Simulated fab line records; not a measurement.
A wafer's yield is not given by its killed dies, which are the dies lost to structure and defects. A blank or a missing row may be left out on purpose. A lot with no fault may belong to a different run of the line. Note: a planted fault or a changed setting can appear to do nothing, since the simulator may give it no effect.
fab line records	flow nand_harc
[record] lots = 24	wafers = 72	last_day = 33
route steps=1302 shown P_M2@333 P_BONDPAD@372 A_ZERO_WELL@404 A_ONON_D1@443
lots that met no fault: taken from a fault-free run of the same line
start_h: hours from the record's first day to the start of the lot's first wafer shown	wait_h: time in hours since the lot's previous step	" same as the row above	L1.1+2: several wafers, shown together as one row	- value missing, or start not given	* or withheld: withheld	< > ~ a bound
route shown NAME@n: a module of which the file shows steps, and the number in the route of the first	usual: mean/standard deviation taken from wafers without a fault	same: alike in all rows	chamber/n: place in a boat	sites: per-site readings	_std_site: how widely they spread, as a standard deviation	_edge_site: inner sites' mean taken away from outer sites' mean	radius_mm: for every site, how far away it sits from the centre of the wafer	mask NAME#n: copy n	behind: the last tool/chamber to shape the wafer	hold: what put the lot on hold/how long, in hours/how the hold closed	device: names the non-switching transistor (n, p or np)	end of line: the tests these same wafers got at the end of their route	step lacking rows: just its recipe	killed: the dies lost at the first sort to structure and to defects; this is not the yield of the wafer	map: a wafer's dies, x killed, . not, _ none there
set.NAME: setting as actually run; set.NAME@STEP: the setting as run at that earlier step	model.NAME: the simulator's own value behind a step, which no gauge read
a sample of lots followed through the steps of the route, with each step as a table and each wafer as a row
services: when a tool's chamber went out of use (start_h, in hours from the record's first day, below 0 if earlier), for how many hours, and the reason
[[steps]]
[step NHARC_P_M2_ETCH_15]
[recipe] target_depth_a = 1825	time_s = 91.2	c4f8_flow_sccm = withheld	ar_flow_sccm = 400	rf_w = 600	bias_w = 300	chemistry = C4F8/Ar
[usual] oes_product_au = 0.942/0.021	rf_vpp_V = 440.7/1.9
lot.wafer	tool	chamber	start_h	wait_h	oes_product_au	rf_hours_counter_h	rf_vpp_V
L074.1	rie_diel-07	1	-	-	0.945	0.4	438.6
L074.3	"	0	"	"	0.960	0.4	441.6
L074.4	"	0	"	"	0.963	-	439.5
L075.2	rie_diel-03	3	-	-	0.929	1.9	440.3
L075.3	"	1	"	"	0.924	2.3	438.7
L075.6	"	2	"	"	0.927	-	441.6
L076.2	rie_diel-05	1	-	-	0.936	6.2	442.6
L076.3	"	3	"	"	0.941	4.6	437.9
L076.5	"	2	"	"	0.940	-	441.9
L077.2	rie_diel-07	2	-	-	0.962	2.2	441.4
L077.5	"	0	"	"	0.968	-	441.5
L077.6	"	1	"	"	0.955	-	438.1
L079.1	rie_diel-07	0	-	-	0.950	3.2	440.3
L079.6	"	3	"	"	0.953	-	439.9
L079.5	"	0	"	"	0.950	-	440.0
L078.3	rie_diel-07	2	-	-	0.981	3.6	442.6
L078.2	"	3	"	"	0.982	2.8	440.3
L078.6	"	0	"	"	0.966	-	439.5
L080.2	rie_diel-03	1	-	-	0.907	6.6	437.1
L080.1	"	3	"	"	0.929	6.5	440.4
L080.6	"	1	"	"	0.920	-	438.4
L081.1	rie_diel-05	3	-	-	0.943	8.2	437.8
L081.3	"	0	"	"	0.916	8.8	442.9
L081.6	"	1	"	"	0.936	-	441.8
L082.1	rie_diel-07	2	-	-	0.922	4.4	442.0
L082.3	"	1	"	"	0.914	3.8	438.7
L082.6	"	3	"	"	0.934	-	440.1
L083.1	rie_diel-05	3	-	-	0.928	8.6	437.7
L083.5	"	1	"	"	0.922	-	441.3
L083.6	"	2	"	"	0.943	-	441.1
L084.1	rie_diel-07	3	-	-	0.937	4.8	441.0
L084.3	"	0	"	"	0.922	5.2	441.9
L084.2	"	1	"	"	0.960	4.8	440.0
L085.4	rie_diel-05	1	-	-	0.981	0.5	442.2
L085.1	"	3	"	"	0.976	0.9	438.3
L085.6	"	0	"	"	0.966	-	443.3
L086.4	rie_diel-07	0	-	-	0.956	6.1	441.0
L086.2	"	2	"	"	0.929	6.6	442.2
L086.5	"	0	"	"	0.945	-	441.6
L087.4	rie_diel-07	3	-	-	0.931	5.8	440.1
L087.1	"	0	"	"	0.927	6.2	441.3
L087.2	"	1	"	"	0.921	5.7	438.8
L088.4	rie_diel-07	0	-	-	0.926	6.9	441.6
L088.3	"	2	"	"	0.908	7.1	442.2
L088.6	"	3	"	"	0.926	-	441.1
L089.2	rie_diel-07	2	-	-	0.910	7.3	442.6
L089.1	"	3	"	"	0.935	6.7	439.9
L089.3	"	0	"	"	0.930	7.2	442.0
L090.1	rie_diel-05	1	-	-	0.931	1.7	440.7
L090.6	"	0	"	"	0.900	-	443.6
L090.5	"	1	"	"	0.925	-	441.5
L091.2	rie_diel-03	1	-	-	0.961	0.6	436.2
L091.6	"	1	"	"	0.961	-	438.5
L091.5	"	2	"	"	0.958	-	441.2
L092.3	rie_diel-07	2	-	-	0.945	0.5	442.1
L092.2	"	3	"	"	0.963	0.5	439.1
L092.4	"	0	"	"	0.973	0.5	441.7
L093.1	rie_diel-07	1	-	-	0.960	0.5	438.7
L093.2	"	3	"	"	0.978	0.6	440.0
L093.5	"	1	"	"	0.966	-	437.3
L094.3	rie_diel-03	0	-	-	0.925	3.3	441.9
L094.2	"	3	"	"	0.927	3.6	440.9
L094.5	"	0	"	"	0.924	-	441.2
L095.1	rie_diel-07	3	-	-	0.962	3.1	438.7
L095.2	"	1	"	"	0.977	3.0	437.7
L095.3	"	2	"	"	0.964	2.8	443.1
L096.2	rie_diel-07	2	-	-	0.937	2.8	442.2
L096.1	"	3	"	"	0.943	3.1	439.8
L096.4	"	0	"	"	0.939	3.3	441.5
L097.4	rie_diel-05	1	-	-	0.923	6.2	441.5
L097.2	"	0	"	"	0.904	6.7	443.4
L097.6	"	2	"	"	0.935	-	442.9
[step NHARC_P_M2_THK_MEAS_24]
[recipe] thk_meas_gauge = xrf
[usual] thk_nm = 143.7/1.5
lot.wafer	tool	chamber	start_h	wait_h	thk_nm
L074.1	film_metro-01	-	136.67	-	142.8
L074.3	"	-	"	"	141.9
L074.4	"	-	"	"	142.2
L075.2	film_metro-01	-	146.08	-	144.7
L075.3	"	-	"	"	142.5
L075.6	"	-	"	"	144.9
L076.2	film_metro-02	-	160.20	-	144.2
L076.3	"	-	"	"	142.0
L076.5	"	-	"	"	143.5
L077.2	film_metro-02	-	164.52	-	140.8
L077.5	"	-	"	"	143.3
L077.6	"	-	"	"	143.0
L079.1	film_metro-01	-	184.03	-	142.4
L079.5	"	-	"	"	146.5
L079.6	"	-	"	"	144.6
L078.2	film_metro-02	-	193.59	-	142.1
L078.3	"	-	"	"	143.8
L078.6	"	-	"	"	144.0
L080.1	film_metro-02	-	201.94	-	143.7
L080.2	"	-	"	"	143.4
L080.6	"	-	"	"	144.5
L081.1	film_metro-01	-	215.57	-	143.4
L081.3	"	-	"	"	144.6
L081.6	"	-	"	"	144.2
L082.1	film_metro-01	-	218.47	-	145.5
L082.3	"	-	"	"	142.6
L082.6	"	-	"	"	142.8
L083.1	film_metro-02	-	230.77	-	142.5
L083.5	"	-	"	"	143.6
L083.6	"	-	"	"	144.9
L084.1	film_metro-01	-	238.71	-	144.0
L084.2	"	-	"	"	145.0
L084.3	"	-	"	"	145.5
L085.1	film_metro-01	-	246.13	-	144.3
L085.4	"	-	"	"	146.0
L085.6	"	-	"	"	145.7
L086.2	film_metro-02	-	257.08	-	144.6
L086.4	"	-	"	"	145.9
L086.5	"	-	"	"	144.7
L087.1	film_metro-01	-	259.78	-	141.4
L087.2	"	-	"	"	141.7
L087.4	"	-	"	"	141.5
L088.3	film_metro-02	-	274.72	-	144.1
L088.4	"	-	"	"	145.4
L088.6	"	-	"	"	146.5
L089.1	film_metro-02	-	280.56	-	141.2
L089.2	"	-	"	"	143.4
L089.3	"	-	"	"	143.4
L090.1	film_metro-01	-	286.30	-	144.1
L090.5	"	-	"	"	143.7
L090.6	"	-	"	"	143.6
L091.2	film_metro-02	-	298.66	-	143.0
L091.5	"	-	"	"	144.0
L091.6	"	-	"	"	144.8
L092.2	film_metro-01	-	315.07	-	143.7
L092.3	"	-	"	"	145.0
L092.4	"	-	"	"	144.7
L093.1	film_metro-02	-	319.03	-	145.6
L093.2	"	-	"	"	142.7
L093.5	"	-	"	"	143.9
L094.2	film_metro-02	-	328.73	-	143.2
L094.3	"	-	"	"	145.4
L094.5	"	-	"	"	143.1
L095.1	film_metro-01	-	353.34	-	145.4
L095.2	"	-	"	"	142.8
L095.3	"	-	"	"	142.4
L096.1	film_metro-02	-	357.75	-	141.7
L096.2	"	-	"	"	142.6
L096.4	"	-	"	"	146.5
L097.2	film_metro-02	-	364.43	-	144.7
L097.4	"	-	"	"	144.7
L097.6	"	-	"	"	145.7
[step NHARC_P_BONDPAD_ETCH_24]
[recipe] target_depth_a = 300	over_etch_frac = 0.3	time_s = 72.99	ion_energy_ev = 150	cf4_flow_sccm = 50	n2_flow_sccm = 100	ar_flow_sccm = 150	rf_w = 300	bias_w = 100	chemistry = CF4/N2
[usual] drypump_motor_current_A = 5.5/0.47	mfc_ar_sccm = 150.0/0.48	n2_flow_sccm = 100.0/0.31	oes_product_au = 0.999/0.0091	rf_vpp_V = 314.3/2.1	showerhead_plenum_p_Torr = 2.64/0.11	throttle_valve_pct = 19.794/0.0094
[same] over_etch_frac = 0.3
lot.wafer	tool	chamber	start_h	wait_h	drypump_motor_current_A	mfc_ar_sccm	n2_flow_sccm	oes_product_au	rf_hours_counter_h	rf_vpp_V	showerhead_plenum_p_Torr	throttle_valve_pct
L074.4	rie_diel-06	0	-	-	5.8	149.5	99.8	0.989	0.0	312.4	2.55	19.793
L074.3	"	1	"	"	5.3	149.8	100.3	0.986	0.0	317.5	2.74	19.774
L074.1	"	3	"	"	4.8	150.3	99.6	0.995	0.0	313.8	2.54	19.796
L075.2	rie_diel-11	1	-	-	5.1	149.4	100.0	1.004	3.1	315.2	2.59	19.811
L075.3	"	3	"	"	5.9	150.4	100.1	0.996	3.5	315.6	2.69	19.781
L075.6	"	1	"	"	5.1	148.6	100.4	1.000	-	312.4	2.58	19.805
L076.2	rie_diel-11	3	-	-	5.9	149.7	100.4	1.011	4.1	316.6	2.69	19.793
L076.3	"	1	"	"	5.1	149.7	100.4	1.004	3.9	312.4	2.58	19.804
L076.5	"	0	"	"	5.1	149.7	99.8	0.996	-	310.6	2.46	19.806
L077.2	rie_diel-06	1	-	-	5.3	150.9	99.8	0.992	0.3	317.4	2.74	19.798
L077.5	"	3	"	"	4.8	149.1	100.0	0.996	-	311.1	2.54	19.786
L077.6	"	0	"	"	5.9	149.1	100.0	1.003	-	313.7	2.55	19.808
L079.1	rie_diel-02	2	186.65	0.2	6.5	149.5	99.9	1.001	4.9	313.9	2.62	19.802
L079.5	"	2	"	"	6.5	149.4	100.0	1.008	-	312.9	2.62	19.792
L079.6	"	0	"	"	5.3	150.2	99.9	1.004	-	314.3	2.67	19.786
L078.2	rie_diel-02	0	-	-	5.3	149.8	100.0	1.009	8.3	315.7	2.67	19.795
L078.3	"	1	"	"	5.8	149.7	99.8	1.000	7.1	317.4	2.69	19.793
L078.6	"	1	"	"	5.8	150.1	99.8	1.005	-	315.6	2.69	19.806
L080.2	rie_diel-06	1	-	-	5.3	150.1	100.0	0.989	1.3	317.4	2.74	19.790
L080.1	"	2	"	"	5.8	149.8	100.0	0.993	1.7	316.0	2.82	19.792
L080.6	"	2	"	"	5.8	149.3	99.6	0.995	-	316.6	2.82	19.793
L081.1	rie_diel-06	2	218.35	0.1	5.8	149.8	99.9	0.997	1.9	317.0	2.82	19.786
L081.3	"	0	"	"	5.8	149.6	99.9	1.012	1.7	312.7	2.55	19.802
L081.6	"	2	"	"	5.8	149.7	100.0	0.995	-	317.3	2.82	19.792
L082.3	rie_diel-06	2	-	-	5.8	150.1	100.2	1.003	2.1	317.6	2.82	19.775
L082.1	"	0	"	"	5.9	150.0	99.7	0.995	1.8	311.4	2.55	19.786
L082.6	"	2	"	"	5.8	150.6	100.5	1.001	-	317.4	2.82	19.788
L083.1	rie_diel-11	2	-	-	5.2	149.6	99.1	0.992	8.1	311.7	2.52	19.803
L083.6	"	2	"	"	5.2	149.9	99.0	0.992	-	312.6	2.52	19.781
L083.5	"	3	"	"	5.9	150.1	100.3	0.998	-	314.9	2.69	19.804
L084.2	rie_diel-06	0	-	-	5.8	150.4	99.9	1.000	2.9	313.1	2.55	19.806
L084.1	"	1	"	"	5.3	149.4	100.4	0.985	2.6	317.0	2.74	19.790
L084.3	"	2	"	"	5.8	150.2	100.3	0.986	3.0	318.1	2.82	19.810
L085.1	rie_diel-06	2	248.89	0.1	5.8	150.4	100.7	0.989	3.8	317.5	2.82	19.788
L085.6	"	1	"	"	5.3	149.3	99.8	0.990	-	315.4	2.74	19.791
L085.4	"	2	"	"	5.8	149.9	100.2	0.997	-	318.1	2.82	19.787
L086.4	rie_diel-06	0	-	-	5.8	150.3	100.0	1.016	3.2	313.7	2.55	19.795
L086.2	"	2	"	"	5.8	150.1	100.3	1.007	3.9	317.0	2.82	19.789
L086.5	"	0	"	"	5.8	150.3	100.0	0.996	-	312.9	2.55	19.770
L087.1	rie_diel-06	3	-	-	4.8	149.0	100.6	0.992	4.1	312.8	2.54	19.807
L087.2	"	0	"	"	5.8	149.9	100.0	1.009	3.2	314.5	2.54	19.784
L087.4	"	2	"	"	5.8	150.1	100.0	0.999	4.0	317.6	2.82	19.786
L088.3	rie_diel-06	3	-	-	4.7	150.0	100.2	0.987	4.3	311.6	2.54	19.792
L088.4	"	0	"	"	5.8	149.6	99.8	0.994	3.4	313.2	2.54	19.817
L088.6	"	2	"	"	5.8	150.5	100.4	1.002	-	316.2	2.82	19.800
L089.1	rie_diel-02	1	-	-	5.8	150.4	99.8	1.005	1.8	315.5	2.69	19.778
L089.3	"	2	"	"	6.5	150.3	99.8	0.977	2.2	313.6	2.61	19.800
L089.2	"	3	"	"	5.9	149.9	99.9	0.994	2.8	315.6	2.68	19.799
L090.1	rie_diel-06	0	-	-	5.8	149.7	99.7	1.011	3.6	313.7	2.54	19.796
L090.6	"	2	"	"	5.8	149.9	99.7	1.008	-	317.1	2.82	19.790
L090.5	"	3	"	"	4.7	150.7	100.0	1.006	-	312.4	2.54	19.794
L091.2	rie_diel-02	2	-	-	6.5	149.1	99.8	0.985	3.8	314.1	2.61	19.785
L091.6	"	1	"	"	5.8	150.7	100.1	1.016	-	315.3	2.69	19.788
L091.5	"	2	"	"	6.5	149.9	100.0	0.989	-	313.5	2.61	19.785
L092.4	rie_diel-11	3	-	-	5.9	150.4	100.1	1.002	2.3	315.9	2.69	19.793
L092.2	"	0	"	"	5.1	150.1	99.9	1.003	2.5	311.5	2.45	19.790
L092.3	"	2	"	"	5.1	150.3	100.2	1.004	3.0	313.7	2.51	19.803
L093.1	rie_diel-06	3	-	-	4.8	151.0	100.2	1.012	0.1	312.6	2.54	19.796
L093.2	"	2	"	"	5.8	150.3	100.2	1.007	0.1	318.6	2.82	19.791
L093.5	"	3	"	"	4.8	150.3	100.2	1.004	-	314.2	2.54	19.801
L094.2	rie_diel-11	0	-	-	5.1	149.8	100.4	1.012	3.0	312.0	2.45	19.785
L094.3	"	1	"	"	5.1	150.1	100.2	1.004	3.6	312.4	2.58	19.784
L094.5	"	0	"	"	5.1	150.1	99.9	1.008	-	310.9	2.45	19.799
L095.3	rie_diel-02	3	-	-	5.9	150.5	100.0	0.989	8.8	314.8	2.67	19.786
L095.2	"	0	"	"	5.3	150.2	99.9	1.000	8.2	314.2	2.67	19.792
L095.1	"	2	"	"	6.5	150.1	100.4	0.980	8.7	314.4	2.61	19.807
L096.4	rie_diel-11	2	-	-	5.1	150.5	100.0	1.006	4.7	312.6	2.51	19.782
L096.2	"	0	"	"	5.2	149.3	100.2	1.023	5.0	310.5	2.45	19.797
L096.1	"	1	"	"	5.1	149.9	99.5	1.009	5.1	311.7	2.58	19.799
L097.4	rie_diel-06	1	-	-	5.3	150.5	100.4	0.992	1.5	317.5	2.73	19.800
L097.2	"	0	"	"	5.9	149.9	99.8	1.011	1.4	311.8	2.54	19.782
L097.6	"	1	"	"	5.3	150.3	100.1	0.989	-	317.1	2.73	19.804
[step NHARC_P_BONDPAD_INSPECT_23]
[usual] raw_defect_count = 352/130
lot.wafer	tool	chamber	start_h	wait_h	raw_defect_count
L074.1	defect_inspect-02	-	141.52	0.0	392
L074.3	"	-	"	"	356
L074.4	"	-	"	"	365
L075.2	defect_inspect-02	-	150.78	0.0	489
L075.3	"	-	"	"	293
L075.6	"	-	"	"	220
L076.2	defect_inspect-01	-	165.06	0.0	505
L076.3	"	-	"	"	449
L076.5	"	-	"	"	521
L077.2	defect_inspect-02	-	169.12	0.0	816
L077.5	"	-	"	"	558
L077.6	"	-	"	"	432
L079.1	defect_inspect-01	-	188.69	0.0	270
L079.5	"	-	"	"	269
L079.6	"	-	"	"	125
L078.2	defect_inspect-01	-	198.31	0.0	341
L078.3	"	-	"	"	507
L078.6	"	-	"	"	244
L080.1	defect_inspect-01	-	206.53	0.0	193
L080.2	"	-	"	"	205
L080.6	"	-	"	"	203
L081.1	defect_inspect-01	-	220.36	0.0	300
L081.3	"	-	"	"	457
L081.6	"	-	"	"	593
L082.1	defect_inspect-01	-	223.16	0.0	228
L082.3	"	-	"	"	234
L082.6	"	-	"	"	229
L083.1	defect_inspect-01	-	235.44	0.0	702
L083.5	"	-	"	"	296
L083.6	"	-	"	"	725
L084.1	defect_inspect-02	-	243.47	0.0	326
L084.2	"	-	"	"	394
L084.3	"	-	"	"	248
L085.1	defect_inspect-01	-	251.33	0.0	330
L085.4	"	-	"	"	392
L085.6	"	-	"	"	205
L086.2	defect_inspect-01	-	261.75	0.0	488
L086.4	"	-	"	"	676
L086.5	"	-	"	"	465
L087.1	defect_inspect-02	-	264.61	0.0	311
L087.2	"	-	"	"	441
L087.4	"	-	"	"	313
L088.3	defect_inspect-02	-	279.33	0.0	210
L088.4	"	-	"	"	392
L088.6	"	-	"	"	239
L089.1	defect_inspect-02	-	285.30	0.0	501
L089.2	"	-	"	"	408
L089.3	"	-	"	"	225
L090.1	defect_inspect-02	-	290.87	0.0	301
L090.5	"	-	"	"	504
L090.6	"	-	"	"	639
L091.2	defect_inspect-01	-	303.41	0.0	457
L091.5	"	-	"	"	404
L091.6	"	-	"	"	330
L092.2	defect_inspect-02	-	319.74	0.0	282
L092.3	"	-	"	"	473
L092.4	"	-	"	"	526
L093.1	defect_inspect-02	-	323.82	0.0	437
L093.2	"	-	"	"	299
L093.5	"	-	"	"	380
L094.2	defect_inspect-02	-	333.68	0.0	300
L094.3	"	-	"	"	609
L094.5	"	-	"	"	556
L095.1	defect_inspect-01	-	358.22	0.0	262
L095.2	"	-	"	"	335
L095.3	"	-	"	"	274
L096.1	defect_inspect-02	-	362.63	0.0	278
L096.2	"	-	"	"	229
L096.4	"	-	"	"	165
L097.2	defect_inspect-01	-	369.15	0.0	254
L097.4	"	-	"	"	176
L097.6	"	-	"	"	291
[step NHARC_A_ZERO_WELL_ETCH_19]
[recipe] target_depth_a = 800	overetch_a = 240	time_s = 87.88	ion_energy_ev = 200	n2_flow_sccm = 150	h2_flow_sccm = 150	ar_flow_sccm = 0	rf_w = 400	bias_w = 150	chemistry = N2/H2
[usual] drypump_motor_current_A = 5.7/0.39	mfc_ar_sccm = 0.011/0.015	n2_flow_sccm = 150.0/0.44	oes_product_au = 1.000/0.0083	rf_vpp_V = 429.4/2.7	showerhead_plenum_p_Torr = 2.01/0.092	throttle_valve_pct = 14.171/0.01
lot.wafer	tool	chamber	start_h	wait_h	drypump_motor_current_A	mfc_ar_sccm	n2_flow_sccm	oes_product_au	rf_hours_counter_h	rf_vpp_V	showerhead_plenum_p_Torr	throttle_valve_pct
L074.3	rie_diel-10	1	143.07	0.1	5.7	0	148.9	0.998	2	427.0	1.91	14.166
L074.4	"	3	"	"	5.0	0.042	150.2	1.006	2	434.2	2.18	14.167
L074.1	"	0	"	"	5.6	0.017	149.9	0.998	1	432.4	2.06	14.165
L075.3	rie_diel-10	3	152.21	0.1	5.0	0.042	149.6	1.009	2	432.5	2.18	14.187
L075.2	"	0	"	"	5.6	0.017	150.1	1.001	2	432.2	2.07	14.156
L075.6	"	2	"	"	5.9	0	149.4	0.995	-	428.8	1.99	14.181
L076.3	rie_diel-08	1	166.54	0.1	5.8	0.006	150.3	0.980	40	433.2	2.08	14.162
L076.2	"	0	"	"	5.3	0.021	149.2	1.009	39	426.7	1.93	14.177
L076.5	"	2	"	"	5.9	0.016	150.4	1.012	-	430.6	2.02	14.171
L077.2	rie_diel-10	1	170.63	0.1	5.7	0	150.7	0.997	2	425.2	1.91	14.164
L077.6	"	0	"	"	5.6	0.017	150.3	1.005	-	431.2	2.06	14.179
L077.5	"	1	"	"	5.7	0	149.8	0.998	-	426.9	1.91	14.173
L079.1	rie_diel-13	1	190.25	0.1	6.2	0.006	150.5	0.987	4	427.4	1.95	14.190
L079.6	"	3	"	"	5.8	0	149.4	1.008	-	429.4	2.04	14.172
L079.5	"	0	"	"	5.4	0	149.9	1.005	-	426.5	1.88	14.173
L078.2	rie_diel-13	3	199.85	0.1	5.8	0	149.8	0.999	4	430.0	2.04	14.163
L078.3	"	1	"	"	6.1	0.006	149.8	0.994	4	428.4	1.95	14.184
L078.6	"	3	"	"	5.8	0	150.2	1.000	-	430.6	2.04	14.162
L080.1	rie_diel-10	2	208.07	0.1	6.0	0	149.7	0.989	3	427.4	1.99	14.162
L080.2	"	0	"	"	5.6	0.017	150.4	1.003	3	432.5	2.06	14.164
L080.6	"	2	"	"	5.9	0	149.8	0.990	-	428.1	1.99	14.180
L081.1	rie_diel-10	2	221.78	0.1	5.9	0	150.1	1.002	4	430.1	1.99	14.165
L081.3	"	0	"	"	5.6	0.017	149.9	1.001	3	429.5	2.06	14.151
L081.6	"	3	"	"	5.0	0.042	150.0	0.997	-	435.0	2.18	14.156
L082.3	rie_diel-10	3	224.71	0.1	5.0	0.042	150.6	1.004	3	434.9	2.18	14.175
L082.1	"	0	"	"	5.6	0.017	149.8	0.997	3	431.8	2.06	14.168
L082.6	"	3	"	"	5.0	0.042	149.9	0.995	-	434.7	2.18	14.167
L083.1	rie_diel-13	0	236.99	0.1	5.4	0	149.6	1.011	11	427.3	1.88	14.170
L083.6	"	3	"	"	5.8	0	149.3	1.012	-	431.1	2.04	14.183
L083.5	"	0	"	"	5.4	0	150.9	1.001	-	427.2	1.88	14.179
L084.3	rie_diel-13	1	244.93	0.1	6.2	0.006	149.8	1.005	11	428.6	1.95	14.169
L084.2	"	3	"	"	5.8	0	150.0	1.002	10	429.0	2.04	14.181
L084.1	"	0	"	"	5.4	0	150.1	0.999	11	424.6	1.88	14.177
L085.4	rie_diel-10	2	252.75	0.1	5.9	0	150.2	1.004	0	430.2	1.99	14.158
L085.1	"	3	"	"	5.0	0.042	150.1	0.997	0	435.5	2.18	14.187
L085.6	"	3	"	"	5.0	0.042	150.2	1.003	-	433.9	2.18	14.182
L086.4	rie_diel-13	1	263.17	0.1	6.2	0.006	150.1	1.006	12	428.9	1.95	14.188
L086.2	"	2	"	"	6.2	0.006	149.3	0.996	12	427.1	1.94	14.163
L086.5	"	1	"	"	6.2	0.006	150.3	1.007	-	428.9	1.95	14.185
L087.2	rie_diel-13	1	266.16	0.1	6.2	0.006	150.7	0.999	12	426.2	1.95	14.154
L087.1	"	3	"	"	5.8	0	150.4	0.995	10	429.8	2.04	14.165
L087.4	"	0	"	"	5.4	0	150.0	1.001	12	425.7	1.88	14.163
L088.3	rie_diel-10	0	280.87	0.1	5.7	0.017	150.1	1.001	0	430.6	2.06	14.164
L088.4	"	3	"	"	5.0	0.042	150.7	1.001	1	433.3	2.18	14.168
L088.6	"	1	"	"	5.7	0	149.6	1.014	-	427.4	1.91	14.182
L089.3	rie_diel-10	0	286.73	0.1	5.6	0.017	150.6	0.992	0	432.4	2.06	14.168
L089.1	"	1	"	"	5.7	0	149.8	1.002	1	426.2	1.91	14.151
L089.2	"	2	"	"	5.9	0	150.2	1.006	1	429.5	1.99	14.174
L090.1	rie_diel-10	3	292.31	0.1	5.0	0.042	149.6	1.000	1	434.4	2.18	14.166
L090.6	"	2	"	"	5.9	0	149.8	1.006	-	430.1	1.99	14.184
L090.5	"	3	"	"	5.0	0.042	149.5	1.000	-	432.8	2.18	14.165
L091.2	rie_diel-08	2	304.98	0.1	5.9	0.016	149.7	0.996	36	429.8	2.00	14.163
L091.6	"	0	"	"	5.3	0.021	150.5	1.006	-	426.4	1.92	14.150
L091.5	"	1	"	"	5.8	0.006	150.1	0.984	-	431.1	2.06	14.160
L092.2	rie_diel-10	0	321.22	0.1	5.6	0.017	149.1	0.990	1	430.4	2.06	14.162
L092.3	"	0	"	"	5.6	0.017	149.7	0.990	-	431.9	2.06	14.164
L092.4	"	3	"	"	5.0	0.042	149.7	1.005	-	434.0	2.18	14.163
L093.2	rie_diel-13	1	325.25	0.1	6.2	0.006	150.3	0.996	23	427.2	1.94	14.172
L093.1	"	2	"	"	6.3	0.006	149.8	0.994	24	426.3	1.93	14.189
L093.5	"	3	"	"	5.8	0	149.7	1.005	-	429.1	2.03	14.177
L094.3	rie_diel-13	0	335.29	0.1	5.4	0	150.0	0.995	22	426.3	1.88	14.178
L094.2	"	1	"	"	6.2	0.006	149.3	1.007	23	427.4	1.94	14.176
L094.5	"	3	"	"	5.8	0	149.6	1.004	-	430.8	2.03	14.167
L095.1	rie_diel-10	2	359.64	0.1	5.9	0	149.4	0.992	3	430.5	1.99	14.165
L095.2	"	0	"	"	5.6	0.017	150.4	0.994	2	429.8	2.06	14.174
L095.3	"	1	"	"	5.7	0	149.9	1.021	3	427.8	1.91	14.158
L096.4	rie_diel-13	1	364.17	0.1	6.1	0.006	150.2	1.010	4	428.4	1.94	14.172
L096.2	"	2	"	"	6.3	0.006	149.8	0.999	5	426.8	1.93	14.155
L096.1	"	3	"	"	5.7	0	149.2	0.994	6	430.0	2.03	14.163
L097.2	rie_diel-10	2	370.79	0.1	5.9	0	150.3	0.997	4	430.0	1.99	14.177
L097.4	"	1	"	"	5.7	0	150.1	1.003	4	427.8	1.91	14.176
L097.6	"	2	"	"	5.9	0	150.1	0.992	-	428.7	1.99	14.169
[step NHARC_A_ONON_D1_THK_MEAS_27]
[recipe] thk_meas_gauge = ellipsometry
[usual] thk_nm = 996/8.2
lot.wafer	tool	chamber	start_h	wait_h	thk_nm
L074.1	film_metro-01	-	176.19	-	1002
L074.3	"	-	"	"	1002
L074.4	"	-	"	"	999
L075.2	film_metro-01	-	186.06	-	988
L075.3	"	-	"	"	987
L075.6	"	-	"	"	988
L076.2	film_metro-01	-	200.89	-	1003
L076.3	"	-	"	"	1003
L076.5	"	-	"	"	1003
L077.2	film_metro-02	-	206.39	-	988
L077.5	"	-	"	"	989
L077.6	"	-	"	"	989
L079.1	film_metro-02	-	224.06	-	994
L079.5	"	-	"	"	996
L079.6	"	-	"	"	996
L078.2	film_metro-01	-	236.32	-	993
L078.3	"	-	"	"	993
L078.6	"	-	"	"	992
L080.1	film_metro-01	-	241.73	-	995
L080.2	"	-	"	"	996
L080.6	"	-	"	"	994
L082.1	film_metro-01	-	255.35	-	1017
L082.3	"	-	"	"	1018
L082.6	"	-	"	"	1017
L081.1	film_metro-02	-	255.37	-	983
L081.3	"	-	"	"	985
L081.6	"	-	"	"	982
L083.1	film_metro-01	-	274.47	-	992
L083.5	"	-	"	"	989
L083.6	"	-	"	"	989
L084.1	film_metro-02	-	279.49	-	992
L084.2	"	-	"	"	992
L084.3	"	-	"	"	992
L085.1	film_metro-02	-	286.76	-	1007
L085.4	"	-	"	"	1007
L085.6	"	-	"	"	1004
L086.2	film_metro-01	-	296.62	-	999
L086.4	"	-	"	"	998
L086.5	"	-	"	"	1000
L087.1	film_metro-02	-	305.10	-	1007
L087.2	"	-	"	"	1006
L087.4	"	-	"	"	1005
L088.3	film_metro-01	-	316.29	-	1002
L088.4	"	-	"	"	1000
L088.6	"	-	"	"	1001
L089.1	film_metro-02	-	319.94	-	995
L089.2	"	-	"	"	994
L089.3	"	-	"	"	994
L090.1	film_metro-01	-	327.11	-	998
L090.5	"	-	"	"	997
L090.6	"	-	"	"	998
L091.2	film_metro-01	-	341.08	-	1001
L091.5	"	-	"	"	1003
L091.6	"	-	"	"	1001
L092.2	film_metro-01	-	356.93	-	988
L092.3	"	-	"	"	989
L092.4	"	-	"	"	987
L093.1	film_metro-02	-	356.93	-	981
L093.2	"	-	"	"	980
L093.5	"	-	"	"	981
L094.2	film_metro-01	-	369.96	-	997
L094.3	"	-	"	"	998
L094.5	"	-	"	"	997
L095.1	film_metro-01	-	395.19	-	1005
L095.2	"	-	"	"	1002
L095.3	"	-	"	"	1003
L096.1	film_metro-01	-	400.62	-	999
L096.2	"	-	"	"	1000
L096.4	"	-	"	"	1000
L097.2	film_metro-01	-	406.04	-	986
L097.4	"	-	"	"	988
L097.6	"	-	"	"	986
[[services]]
tool	chamber	start_h	hours	kind
rie_diel-07	-	117.25	9.0	pm
rie_diel-13	0	117.99	1.9	repair
rie_diel-07	3	130.08	8.3	repair
rie_diel-06	-	130.20	9.0	pm
rie_diel-10	1	133.09	1.2	repair
rie_diel-07	1	141.65	5.1	repair
rie_diel-06	1	142.34	6.4	repair
rie_diel-13	1	155.61	11.6	repair
rie_diel-10	3	163.65	12.1	repair
rie_diel-10	2	163.67	4.6	repair
rie_diel-13	-	165.11	9.0	pm
rie_diel-10	2	174.94	11.6	repair
rie_diel-13	3	212.55	5.3	repair
rie_diel-06	0	216.88	1.4	repair
rie_diel-10	3	240.29	5.1	repair
rie_diel-10	-	242.62	9.0	pm
rie_diel-06	0	243.91	8.6	repair
rie_diel-10	0	255.63	13.8	repair
rie_diel-07	-	294.25	9.0	pm
rie_diel-06	-	307.20	9.0	pm
rie_diel-10	2	316.48	16.1	repair
rie_diel-10	1	317.88	5.4	repair
rie_diel-06	3	327.69	9.7	repair
rie_diel-10	0	364.48	3.3	repair
[[key]]
fault none
